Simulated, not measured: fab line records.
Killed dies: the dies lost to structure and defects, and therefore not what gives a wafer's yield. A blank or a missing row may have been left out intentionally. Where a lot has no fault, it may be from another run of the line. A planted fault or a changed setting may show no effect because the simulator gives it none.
Matching of chambers + flow nand_harc + NHARC_A_BONDPAD_ETCH_12 on rie_diel-03: 4 sister chambers
The step etches the open film in CHF3/O2, target depth 220 nm, time 110 s. 8 wafers are shown with their chamber, then 9 later ones without.

## WAFERS WITH THEIR CHAMBER
| wafer  | chamber | drypump_motor_current_A (A) | rf_vpp_V (V) |
|--------|---------|-----------------------------|--------------|
| L485.2 | 0       | 6.5                         | 374.3        |
| L485.4 | 3       | 5.2                         | 374.2        |
| L485.6 | 3       | 5.2                         | 373.6        |
| L490.4 | 1       | 4.8                         | 371.7        |
| L490.5 | 0       | 6.6                         | 374.0        |
| L489.3 | 2       | 5.0                         | 370.5        |
| L489.5 | 2       | 5.0                         | 369.6        |
| L489.6 | 1       | 4.8                         | 372.5        |

## WAFERS WITHOUT THEIR CHAMBER
| wafer  | drypump_motor_current_A (A) | rf_vpp_V (V) |
|--------|-----------------------------|--------------|
| L488.1 | 5.0                         | 368.4        |
| L488.3 | 4.8                         | 372.7        |
| L488.6 | 6.5                         | 373.5        |
| L492.1 | 4.8                         | 372.7        |
| L492.2 | 5.1                         | 369.4        |
| L492.6 | 6.6                         | 373.4        |
| L496.1 | 5.0                         | 368.4        |
| L496.3 | 4.8                         | 371.1        |
| L496.4 | 6.6                         | 373.6        |

## CHAMBER TAKEN BY EACH
| wafer  | from the rows above | in truth |
|--------|---------------------|----------|
| L488.1 | 2                   | 2        |
| L488.3 | 1                   | 1        |
| L488.6 | 0                   | 0        |
| L492.1 | 1                   | 1        |
| L492.2 | 2                   | 2        |
| L492.6 | 0                   | 0        |
| L496.1 | 2                   | 2        |
| L496.3 | 1                   | 1        |
| L496.4 | 0                   | 0        |
Placed correctly: 9 of 9. Not placeable from these rows: 0. Placed wrongly: 0.
How it was worked out, from the rows above alone: a wafer's distance from a chamber is the root of the sum, over the readings, of the square of ((its reading less the chamber's mean) divided by the reading's scatter). The wafer belongs to the nearest chamber; if the next one is less than 2 further off, it can't be placed. The mean given for a chamber averages the wafers shown for that chamber. How the scatter is found: for the shown wafers, subtract from each reading the mean of its chamber, square and add these, divide the total by (wafers less chambers), then take the root.
